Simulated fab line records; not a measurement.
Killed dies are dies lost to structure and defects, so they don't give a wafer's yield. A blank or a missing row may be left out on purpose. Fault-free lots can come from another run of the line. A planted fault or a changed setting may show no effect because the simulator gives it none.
One fault through the eyes of 3 desks | flow n5_finfet | only its own numbers are on each desk; what lay behind them is given at the end

THE DEFECT DESK
Per lot, the means of the sampled wafers with a number show what the inspections along the route counted. Marked OUT: a lot whose mean sits more than 4 standard deviations from the usual mean, which makes it out of limits; the brackets give that distance.
Columns: A = raw_defect_count at N5_BEOL_M15_INSPECT_12, usual 1.9; B = raw_defect_count at N5_BEOL_M15_INSPECT_30, usual 2.1
lot  | first seen here | A   | B
L494 | day 12 11:44    | 0.7 | 2.3
L499 | day 13 04:24    | 2.0 | 2.7
L508 | day 16 03:27    | 1.7 | 1.0
L512 | day 16 09:50    | 2.0 | 2.7
L511 | day 16 14:53    | 1.7 | 3.3
L515 | day 17 18:17    | 3.0 | 1.7
Result from this desk: across the 6 lots, nothing is out of limits.

FROM THE METROLOGY DESK
Lot by lot, what the gauges showed, no matter which tool ran the lot: averages of those sampled wafers that carry a number. Marked OUT: a lot whose mean sits more than 4 standard deviations from the usual mean, which makes it out of limits; the brackets give that distance.
Columns: A = V14_OVL at N5_BEOL_M15_OVL_MEAS_11, usual 1 nm; B = cd_nm at N5_BEOL_M15_CD_MEAS_17, usual 360.9 nm; C = cd_nm at N5_BEOL_M15_CD_MEAS_28, usual 407.4 nm; D = M15_OVL at N5_BEOL_M15_OVL_MEAS_29, usual 4 nm
lot  | first seen here | A  | B     | C     | D
L494 | day 12 11:43    | 0  | 359.3 | 402.8 | 9
L499 | day 13 04:23    | -6 | 360.9 | 407.1 | 8
L508 | day 16 03:25    | 9  | 361.5 | 404.0 | 6
L512 | day 16 09:49    | 6  | 361.7 | 409.6 | 7
L511 | day 16 14:44    | 1  | 360.8 | 405.3 | 6
L515 | day 17 18:15    | 9  | 360.1 | 409.2 | 3
Result from this desk: across the 6 lots, nothing is out of limits.

AT THE TOOL OWNER'S DESK: litho_track-03
The tool's own readings at N5_BEOL_M15_COAT_60 (time 60 s, resist thk 89 nm): means of the sampled wafers that have a number, for each lot that ran on this tool. Marked OUT: a lot whose mean sits more than 4 standard deviations from the usual mean, which makes it out of limits; the brackets give that distance.
Columns: A = resist_line_temp_C at N5_BEOL_M15_COAT_60, usual 22.97 C; B = spin_speed_rpm at N5_BEOL_M15_COAT_60, usual 1500.0 rpm
lot  | first seen here | A     | B
L494 | day 12 12:53    | 22.87 | 1500.5
L508 | day 16 05:12    | 23.02 | 1659.4 (+99 or more) OUT
L511 | day 16 16:20    | 22.90 | 1658.4 (+99 or more) OUT
This desk's verdict: out of limits on L508, L511, starting with L508 at day 16 05:12 (spin_speed_rpm at N5_BEOL_M15_COAT_60). In limits: L494.

TAKEN TOGETHER
The tool owner's desk could have raised an alarm at day 16 05:12, on L508, L511.
Nothing the defect desk looked at was out of limits.
Nothing out of limits was seen by the metrology desk.
The defect desk has L508, L511 on record, within its limits.
The metrology desk holds a record of L508, L511, inside its limits.
N5_BEOL_M15_COAT_60 was run on litho_track-03 by each of the lots named.

WHAT THE SIMULATOR PUT IN
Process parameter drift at N5_BEOL_M15_COAT_60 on litho_track-03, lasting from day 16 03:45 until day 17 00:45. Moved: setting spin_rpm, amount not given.
Shown lots that were struck: L508, L511.
Delay in hours, fault start to first out-of-limits reading, by desk: the tool owner's desk at 1.
